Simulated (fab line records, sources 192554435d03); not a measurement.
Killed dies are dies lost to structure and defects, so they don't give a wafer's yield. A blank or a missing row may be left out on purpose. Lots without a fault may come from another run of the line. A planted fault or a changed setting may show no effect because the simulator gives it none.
Chamber matching | flow n5_finfet | N5_SD_EPI_P_DESCUM_14 on rie_diel-02: 4 sister chambers
The step chemistry O2, time 7.9 s. 4 wafers are shown with their chamber, then 10 later ones without.

WAFERS WITH THEIR CHAMBER
wafer  | chamber | showerhead_plenum_p_Torr (Torr)
L086.3 | 0       | 1.97
L086.6 | 1       | 2.09
L088.2 | 2       | 2.14
L088.3 | 3       | 2.15

WAFERS WITHOUT THEIR CHAMBER
wafer  | showerhead_plenum_p_Torr (Torr)
L088.5 | 2.15
L091.3 | 2.14
L091.5 | 2.09
L091.6 | 1.97
L092.3 | 1.97
L092.4 | 1.97
L092.6 | 2.09
L094.1 | 1.96
L094.2 | 2.14
L094.5 | 2.09

WHICH CHAMBER EACH WENT THROUGH
wafer  | from the rows above | in truth
L088.5 | 3                   | 3
L091.3 | 2                   | 2
L091.5 | 1                   | 1
L091.6 | 0                   | 0
L092.3 | 0                   | 0
L092.4 | 0                   | 0
L092.6 | 1                   | 1
L094.1 | 0                   | 0
L094.2 | 2                   | 2
L094.5 | 1                   | 1
Placed correctly: 10 of 10. Can't be placed from these rows: 0. Placed wrongly: 0.
How it was worked out, from the rows above alone: a wafer's distance from a chamber is the root of the sum, over the readings, of the square of ((its reading less the chamber's mean) divided by the reading's scatter). The wafer belongs to the nearest chamber; if the next one is less than 2 further off, it can't be placed. A chamber's mean is the mean of its shown wafers. The scatter: with one shown wafer a chamber, the root of the mean of the squares of how far each hidden wafer lies from its nearest shown one.
